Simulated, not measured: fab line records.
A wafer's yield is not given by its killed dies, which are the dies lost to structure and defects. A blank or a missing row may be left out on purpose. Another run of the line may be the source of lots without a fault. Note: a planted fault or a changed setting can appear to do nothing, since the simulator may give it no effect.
Which tool was responsible? || flow n5_finfet || 10 lots, 30 wafers sampled, at 5 steps of a route of 1938

== WHAT THE GAUGES SHOWED, per wafer ==
N5_BEOL_M4_RC_MEAS_101. Usual: DIBL_N 36.3 mV/V, standard deviation 1.7; DIBL_P 36.5 mV/V, standard deviation 1.8; IOFF_N 0.16 nA/um, standard deviation 0.033; IOFF_P 0.21 nA/um, standard deviation 0.037; ION_N 675 uA/um, standard deviation 11; ION_P 462 uA/um, standard deviation 7.9; SS_N 71.6 mV/dec, standard deviation 0.64; SS_P 73.3 mV/dec, standard deviation 0.68; VT_N 249 mV, standard deviation 3.3; VT_P -250 mV, standard deviation 3.3.
{"lot": "L467", "measured": "day 8 14:51", "on": "prober-02", "DIBL_N (mV/V)": "37.3 33.8 35.5", "DIBL_P (mV/V)": "37.5 33.5 36.1", "IOFF_N (nA/um)": "0.18 0.12 0.15", "IOFF_P (nA/um)": "0.23 0.17 0.21", "ION_N (uA/um)": "680 677 683", "ION_P (uA/um)": "470 471 476", "SS_N (mV/dec)": "71.2 70.7 72.1", "SS_P (mV/dec)": "72.8 71.7 72.8", "VT_N (mV)": "247 255 250", "VT_P (mV)": "-250 -253 -250", "flag": ""}
{"lot": "L469", "measured": "day 9 06:10", "on": "prober-02", "DIBL_N (mV/V)": "33.1 34.9 33.9", "DIBL_P (mV/V)": "32.8 33.6 33.6", "IOFF_N (nA/um)": "0.11 0.12 0.11", "IOFF_P (nA/um)": "0.17 0.18 0.18", "ION_N (uA/um)": "665 656 668", "ION_P (uA/um)": "462 455 461", "SS_N (mV/dec)": "70.6 70.5 70.7", "SS_P (mV/dec)": "72.3 71.4 71.8", "VT_N (mV)": "255 253 255", "VT_P (mV)": "-253 -250 -251", "flag": ""}
{"lot": "L468", "measured": "day 9 10:17", "on": "prober-01", "DIBL_N (mV/V)": "37.3 36.6 37.0", "DIBL_P (mV/V)": "38.4 36.7 37.8", "IOFF_N (nA/um)": "0.18 0.17 0.17", "IOFF_P (nA/um)": "0.24 0.22 0.24", "ION_N (uA/um)": "680 688 676", "ION_P (uA/um)": "466 459 465", "SS_N (mV/dec)": "72.3 71.7 72.3", "SS_P (mV/dec)": "72.8 72.8 73.0", "VT_N (mV)": "247 250 249", "VT_P (mV)": "-251 -253 -248", "flag": ""}
{"lot": "L470", "measured": "day 9 15:35", "on": "prober-02", "DIBL_N (mV/V)": "37.4 35.1 32.3", "DIBL_P (mV/V)": "38.4 34.8 33.3", "IOFF_N (nA/um)": "0.18 0.14 0.11", "IOFF_P (nA/um)": "0.24 0.18 0.16", "ION_N (uA/um)": "660 658 657", "ION_P (uA/um)": "460 445 457", "SS_N (mV/dec)": "72.2 71.9 70.5", "SS_P (mV/dec)": "73.5 72.8 72.1", "VT_N (mV)": "251 254 255", "VT_P (mV)": "-247 -251 -254", "flag": ""}
{"lot": "L471", "measured": "day 10 07:46", "on": "prober-02", "DIBL_N (mV/V)": "34.4 36.1 36.9", "DIBL_P (mV/V)": "34.8 37.7 38.2", "IOFF_N (nA/um)": "0.11 0.14 0.15", "IOFF_P (nA/um)": "0.16 0.21 0.20", "ION_N (uA/um)": "662 653 662", "ION_P (uA/um)": "448 460 450", "SS_N (mV/dec)": "70.0 70.6 71.1", "SS_P (mV/dec)": "72.8 73.9 73.8", "VT_N (mV)": "253 253 251", "VT_P (mV)": "-257 -251 -253", "flag": ""}
{"lot": "L472", "measured": "day 10 07:21", "on": "prober-01", "DIBL_N (mV/V)": "34.9 35.6 33.3", "DIBL_P (mV/V)": "35.2 36.8 33.1", "IOFF_N (nA/um)": "0.15 0.16 0.12", "IOFF_P (nA/um)": "0.22 0.23 0.19", "ION_N (uA/um)": "679 675 690", "ION_P (uA/um)": "467 467 479", "SS_N (mV/dec)": "71.0 71.6 70.1", "SS_P (mV/dec)": "73.7 74.1 72.8", "VT_N (mV)": "249 249 254", "VT_P (mV)": "-250 -248 -249", "flag": ""}
{"lot": "L474", "measured": "day 10 15:11", "on": "prober-02", "DIBL_N (mV/V)": "37.2 37.7 35.5", "DIBL_P (mV/V)": "37.8 39.0 36.4", "IOFF_N (nA/um)": "0.19 0.19 0.16", "IOFF_P (nA/um)": "0.25 0.27 0.23", "ION_N (uA/um)": "685 675 683", "ION_P (uA/um)": "472 466 475", "SS_N (mV/dec)": "72.0 72.6 71.1", "SS_P (mV/dec)": "72.9 73.8 73.1", "VT_N (mV)": "246 246 249", "VT_P (mV)": "-244 -247 -248", "flag": ""}
{"lot": "L484", "measured": "day 13 10:11", "on": "prober-02", "DIBL_N (mV/V)": "36.2 37.3 37.5", "DIBL_P (mV/V)": "35.1 36.3 37.0", "IOFF_N (nA/um)": "0.14 0.16 0.16", "IOFF_P (nA/um)": "0.17 0.18 0.20", "ION_N (uA/um)": "662 677 673", "ION_P (uA/um)": "447 458 458", "SS_N (mV/dec)": "71.2 72.1 71.5", "SS_P (mV/dec)": "73.8 73.9 74.2", "VT_N (mV)": "253 249 247", "VT_P (mV)": "-251 -254 -253", "flag": ""}
{"lot": "L485", "measured": "day 13 10:06", "on": "prober-01", "DIBL_N (mV/V)": 33.2, "DIBL_P (mV/V)": 33.6, "IOFF_N (nA/um)": 0.12, "IOFF_P (nA/um)": 0.16, "ION_N (uA/um)": 669, "ION_P (uA/um)": 452, "SS_N (mV/dec)": 71.2, "SS_P (mV/dec)": 72.4, "VT_N (mV)": 252, "VT_P (mV)": -256, "flag": ""}

== WHICH TOOL RAN EACH LOT (tool, then ch and the chambers of the sampled wafers, then the start) ==
{"lot": "L467", "N5_BEOL_M2_ANNEAL_93": "pvd_sputter-02, day 7 19:28", "N5_BEOL_M3_ILD_DEP_00": "pecvd-04 ch 0,2, day 7 21:01", "N5_BEOL_M3_EXPOSE_08": "euv_scanner-01 ch 0, day 7 23:13", "N5_BEOL_M3_DESCUM_16": "rie_diel-05 ch 1,2,3, day 7 23:28"}
{"lot": "L469", "N5_BEOL_M2_ANNEAL_93": "pvd_sputter-01, day 8 08:13", "N5_BEOL_M3_ILD_DEP_00": "pecvd-01 ch 0,2, day 8 09:41", "N5_BEOL_M3_EXPOSE_08": "euv_scanner-01 ch 0, day 8 10:45", "N5_BEOL_M3_DESCUM_16": "rie_diel-02 ch 0,1,2, day 8 11:00"}
{"lot": "L468", "N5_BEOL_M2_ANNEAL_93": "pvd_sputter-02, day 8 10:20", "N5_BEOL_M3_ILD_DEP_00": "pecvd-04 ch 0,1, day 8 12:07", "N5_BEOL_M3_EXPOSE_08": "euv_scanner-02 ch 0, day 8 13:31", "N5_BEOL_M3_DESCUM_16": "rie_diel-05 ch 1,2, day 8 13:46"}
{"lot": "L470", "N5_BEOL_M2_ANNEAL_93": "pvd_sputter-01, day 8 17:55", "N5_BEOL_M3_ILD_DEP_00": "pecvd-04 ch 1,2, day 8 19:28", "N5_BEOL_M3_EXPOSE_08": "euv_scanner-01 ch 0, day 8 21:31", "N5_BEOL_M3_DESCUM_16": "rie_diel-02 ch 0,1, day 8 21:46"}
{"lot": "L471", "N5_BEOL_M2_ANNEAL_93": "pvd_sputter-02, day 9 08:26", "N5_BEOL_M3_ILD_DEP_00": "pecvd-04 ch 0,1,2, day 9 09:55", "N5_BEOL_M3_EXPOSE_08": "euv_scanner-01 ch 0, day 9 10:56", "N5_BEOL_M3_DESCUM_16": "rie_diel-05 ch 0,1,2, day 9 11:11"}
{"lot": "L472", "N5_BEOL_M2_ANNEAL_93": "pvd_sputter-03, day 9 08:44", "N5_BEOL_M3_ILD_DEP_00": "pecvd-02 ch 1,2, day 9 10:16", "N5_BEOL_M3_EXPOSE_08": "euv_scanner-02 ch 0, day 9 11:52", "N5_BEOL_M3_DESCUM_16": "rie_diel-02 ch 0,2,3, day 9 12:07"}
{"lot": "L474", "N5_BEOL_M2_ANNEAL_93": "pvd_sputter-03, day 9 22:47", "N5_BEOL_M3_ILD_DEP_00": "pecvd-02 ch 0,1, day 10 00:16", "N5_BEOL_M3_EXPOSE_08": "euv_scanner-02 ch 0, day 10 01:28", "N5_BEOL_M3_DESCUM_16": "rie_diel-04 ch 0,2,3, day 10 01:43"}
{"lot": "L483", "N5_BEOL_M2_ANNEAL_93": "pvd_sputter-02, day 11 21:56", "N5_BEOL_M3_ILD_DEP_00": "pecvd-01 ch 1,2, day 11 23:25", "N5_BEOL_M3_EXPOSE_08": "euv_scanner-02 ch 0, day 12 01:03", "N5_BEOL_M3_DESCUM_16": "rie_diel-05 ch 1,2, day 12 01:49"}
{"lot": "L484", "N5_BEOL_M2_ANNEAL_93": "pvd_sputter-03, day 12 08:18", "N5_BEOL_M3_ILD_DEP_00": "pecvd-04 ch 1,2, day 12 09:49", "N5_BEOL_M3_EXPOSE_08": "euv_scanner-01 ch 0, day 12 10:35", "N5_BEOL_M3_DESCUM_16": "rie_diel-02 ch 0,1,2, day 12 10:58"}
{"lot": "L485", "N5_BEOL_M2_ANNEAL_93": "pvd_sputter-03, day 12 11:52", "N5_BEOL_M3_ILD_DEP_00": "pecvd-04 ch 0,1,2, day 12 13:20", "N5_BEOL_M3_EXPOSE_08": "euv_scanner-02 ch 0, day 12 14:15", "N5_BEOL_M3_DESCUM_16": "rie_diel-05 ch 0,2,3, day 12 15:18"}
- N5_BEOL_M2_ANNEAL_93: time 240 s.
- N5_BEOL_M3_ILD_DEP_00: deposits SiOC from DEMS/O2, target thk 79 nm, time 15.3 s.
- N5_BEOL_M3_EXPOSE_08: exposes mask M3.
- N5_BEOL_M3_DESCUM_16: chemistry O2, time 7 s.

== AS READ BY THE TOOLS THEMSELVES (means over the sampled wafers that have a number; for cases with no such wafer, the mark the record gives instead) ==
N5_BEOL_M2_ANNEAL_93. Usual: heater_power_w 878 W, standard deviation 110; susceptor_temp_C_max 400.9, standard deviation 0.43.
{"lot": "L467", "tool": "pvd_sputter-02", "heater_power_w (W)": 952, "susceptor_temp_C_max": 400.5, "flag": ""}
{"lot": "L469", "tool": "pvd_sputter-01", "heater_power_w (W)": 713, "susceptor_temp_C_max": 400.9, "flag": ""}
{"lot": "L468", "tool": "pvd_sputter-02", "heater_power_w (W)": 960, "susceptor_temp_C_max": 400.6, "flag": ""}
{"lot": "L470", "tool": "pvd_sputter-01", "heater_power_w (W)": 833, "susceptor_temp_C_max": 400.8, "flag": ""}
{"lot": "L471", "tool": "pvd_sputter-02", "heater_power_w (W)": 950, "susceptor_temp_C_max": 400.6, "flag": ""}
{"lot": "L472", "tool": "pvd_sputter-03", "heater_power_w (W)": 871, "susceptor_temp_C_max": 400.6, "flag": ""}
{"lot": "L474", "tool": "pvd_sputter-03", "heater_power_w (W)": 849, "susceptor_temp_C_max": 401.2, "flag": ""}
{"lot": "L483", "tool": "pvd_sputter-02", "heater_power_w (W)": 874, "susceptor_temp_C_max": 400.7, "flag": ""}
{"lot": "L484", "tool": "pvd_sputter-03", "heater_power_w (W)": 861, "susceptor_temp_C_max": 400.9, "flag": ""}
{"lot": "L485", "tool": "pvd_sputter-03", "heater_power_w (W)": 824, "susceptor_temp_C_max": 401.2, "flag": ""}

N5_BEOL_M3_ILD_DEP_00. Usual: heater_power_w 457 W, standard deviation 53; showerhead_plenum_p_Torr 5.691 Torr, standard deviation 0.012; throttle_valve_pct 12.3 %, standard deviation 0.84.
{"lot": "L467", "tool": "pecvd-04", "heater_power_w (W)": 426, "showerhead_plenum_p_Torr (Torr)": 5.688, "throttle_valve_pct (%)": 12.1, "flag": ""}
{"lot": "L469", "tool": "pecvd-01", "heater_power_w (W)": 483, "showerhead_plenum_p_Torr (Torr)": 5.690, "throttle_valve_pct (%)": 12.6, "flag": ""}
{"lot": "L468", "tool": "pecvd-04", "heater_power_w (W)": 474, "showerhead_plenum_p_Torr (Torr)": 5.685, "throttle_valve_pct (%)": 12.0, "flag": ""}
{"lot": "L470", "tool": "pecvd-04", "heater_power_w (W)": 405, "showerhead_plenum_p_Torr (Torr)": 5.686, "throttle_valve_pct (%)": 12.6, "flag": ""}
{"lot": "L471", "tool": "pecvd-04", "heater_power_w (W)": 460, "showerhead_plenum_p_Torr (Torr)": 5.675, "throttle_valve_pct (%)": 12.3, "flag": ""}
{"lot": "L472", "tool": "pecvd-02", "heater_power_w (W)": 412, "showerhead_plenum_p_Torr (Torr)": 5.686, "throttle_valve_pct (%)": 11.0, "flag": ""}
{"lot": "L474", "tool": "pecvd-02", "heater_power_w (W)": 479, "showerhead_plenum_p_Torr (Torr)": 5.696, "throttle_valve_pct (%)": 12.1, "flag": ""}
{"lot": "L483", "tool": "pecvd-01", "heater_power_w (W)": 478, "showerhead_plenum_p_Torr (Torr)": 5.701, "throttle_valve_pct (%)": 12.8, "flag": ""}
{"lot": "L484", "tool": "pecvd-04", "heater_power_w (W)": 453, "showerhead_plenum_p_Torr (Torr)": 5.688, "throttle_valve_pct (%)": 11.2, "flag": ""}
{"lot": "L485", "tool": "pecvd-04", "heater_power_w (W)": 441, "showerhead_plenum_p_Torr (Torr)": 5.693, "throttle_valve_pct (%)": 11.7, "flag": ""}

N5_BEOL_M3_EXPOSE_08. Usual: exposure_dose_mJ_cm2 32.94, standard deviation 0.031; focus_offset_nm -0.1 nm, standard deviation 0.55.
{"lot": "L467", "tool": "euv_scanner-01", "exposure_dose_mJ_cm2": 32.88, "focus_offset_nm (nm)": 0.1, "flag": ""}
{"lot": "L469", "tool": "euv_scanner-01", "exposure_dose_mJ_cm2": 32.97, "focus_offset_nm (nm)": 0.4, "flag": ""}
{"lot": "L468", "tool": "euv_scanner-02", "exposure_dose_mJ_cm2": 32.93, "focus_offset_nm (nm)": -0.4, "flag": ""}
{"lot": "L470", "tool": "euv_scanner-01", "exposure_dose_mJ_cm2": 32.94, "focus_offset_nm (nm)": -0.3, "flag": ""}
{"lot": "L471", "tool": "euv_scanner-01", "exposure_dose_mJ_cm2": 32.98, "focus_offset_nm (nm)": -0.8, "flag": ""}
{"lot": "L472", "tool": "euv_scanner-02", "exposure_dose_mJ_cm2": 32.94, "focus_offset_nm (nm)": -0.1, "flag": ""}
{"lot": "L474", "tool": "euv_scanner-02", "exposure_dose_mJ_cm2": 32.98, "focus_offset_nm (nm)": 0.6, "flag": ""}
{"lot": "L483", "tool": "euv_scanner-02", "exposure_dose_mJ_cm2": 33.18, "focus_offset_nm (nm)": 0.1, "flag": "OFF"}
{"lot": "L484", "tool": "euv_scanner-01", "exposure_dose_mJ_cm2": 32.94, "focus_offset_nm (nm)": -0.0, "flag": ""}
{"lot": "L485", "tool": "euv_scanner-02", "exposure_dose_mJ_cm2": 33.30, "focus_offset_nm (nm)": -0.1, "flag": "OFF"}

N5_BEOL_M3_DESCUM_16. Usual: drypump_motor_current_A 5.9 A, standard deviation 0.39; oes_product_au 0.75 a.u., standard deviation 0.066; rf_vpp_V 243.1 V, standard deviation 1.2; showerhead_plenum_p_Torr 2.09 Torr, standard deviation 0.062; throttle_valve_pct 20.51 %, standard deviation 0.2.
{"lot": "L467", "tool": "rie_diel-05", "drypump_motor_current_A (A)": 5.9, "oes_product_au (a.u.)": 0.73, "rf_vpp_V (V)": 243.2, "showerhead_plenum_p_Torr (Torr)": 2.13, "throttle_valve_pct (%)": 20.41, "flag": ""}
{"lot": "L469", "tool": "rie_diel-02", "drypump_motor_current_A (A)": 6.1, "oes_product_au (a.u.)": 0.74, "rf_vpp_V (V)": 242.5, "showerhead_plenum_p_Torr (Torr)": 2.10, "throttle_valve_pct (%)": 20.67, "flag": ""}
{"lot": "L468", "tool": "rie_diel-05", "drypump_motor_current_A (A)": 6.0, "oes_product_au (a.u.)": 0.70, "rf_vpp_V (V)": 244.2, "showerhead_plenum_p_Torr (Torr)": 2.17, "throttle_valve_pct (%)": 20.40, "flag": ""}
{"lot": "L470", "tool": "rie_diel-02", "drypump_motor_current_A (A)": 5.9, "oes_product_au (a.u.)": 0.76, "rf_vpp_V (V)": 241.2, "showerhead_plenum_p_Torr (Torr)": 2.04, "throttle_valve_pct (%)": 20.76, "flag": ""}
{"lot": "L471", "tool": "rie_diel-05", "drypump_motor_current_A (A)": 5.9, "oes_product_au (a.u.)": 0.74, "rf_vpp_V (V)": 244.7, "showerhead_plenum_p_Torr (Torr)": 2.15, "throttle_valve_pct (%)": 20.45, "flag": ""}
{"lot": "L472", "tool": "rie_diel-02", "drypump_motor_current_A (A)": 6.0, "oes_product_au (a.u.)": 0.72, "rf_vpp_V (V)": 243.4, "showerhead_plenum_p_Torr (Torr)": 2.10, "throttle_valve_pct (%)": 20.48, "flag": ""}
{"lot": "L474", "tool": "rie_diel-04", "drypump_motor_current_A (A)": 5.6, "oes_product_au (a.u.)": 0.81, "rf_vpp_V (V)": 242.2, "showerhead_plenum_p_Torr (Torr)": 2.04, "throttle_valve_pct (%)": 20.34, "flag": ""}
{"lot": "L483", "tool": "rie_diel-05", "drypump_motor_current_A (A)": 6.0, "oes_product_au (a.u.)": 0.67, "rf_vpp_V (V)": 243.6, "showerhead_plenum_p_Torr (Torr)": 2.16, "throttle_valve_pct (%)": 20.45, "flag": ""}
{"lot": "L484", "tool": "rie_diel-02", "drypump_motor_current_A (A)": 6.0, "oes_product_au (a.u.)": 0.72, "rf_vpp_V (V)": 242.9, "showerhead_plenum_p_Torr (Torr)": 2.09, "throttle_valve_pct (%)": 20.72, "flag": ""}
{"lot": "L485", "tool": "rie_diel-05", "drypump_motor_current_A (A)": 5.8, "oes_product_au (a.u.)": 0.75, "rf_vpp_V (V)": 243.6, "showerhead_plenum_p_Torr (Torr)": 2.10, "throttle_valve_pct (%)": 20.49, "flag": ""}

== THE ANSWER, worked out from the rows above alone ==
Rule: lot off if the mean of its wafers having a number is beyond 3 standard deviations from the usual mean. Also off: a lot with no number at a reading for which 4 or more lots have one. Any other lot the step has rows for is counted as sound. Order of review: gauges by route order, followed by the tools' own readings, for which a lot's mean as printed above is used. The first step at which some lot is off is used, and at that step the reading that is off furthest; a lot without a number counts as furthest.
Off: L483, L485, at N5_BEOL_M3_EXPOSE_08 (exposure_dose_mJ_cm2).
If a tool, at that step or one of the process steps before it, ran each lot that is off and ran no sound lot following the first of them, it fits. One fits: euv_scanner-02 at N5_BEOL_M3_EXPOSE_08. Its last sound lot is L474 (day 10 01:28), its first lot that is off L483 (day 12 01:03): a fault that began between those two fits.
The tool's own readings at N5_BEOL_M3_EXPOSE_08 bear it out: on the lots that are off they differ by more than 5 times the standard deviation of the sound lots' means. exposure_dose_mJ_cm2 reads 33.24 there against 32.95 on the sound lots.

== WHAT THE SIMULATOR PUT IN ==
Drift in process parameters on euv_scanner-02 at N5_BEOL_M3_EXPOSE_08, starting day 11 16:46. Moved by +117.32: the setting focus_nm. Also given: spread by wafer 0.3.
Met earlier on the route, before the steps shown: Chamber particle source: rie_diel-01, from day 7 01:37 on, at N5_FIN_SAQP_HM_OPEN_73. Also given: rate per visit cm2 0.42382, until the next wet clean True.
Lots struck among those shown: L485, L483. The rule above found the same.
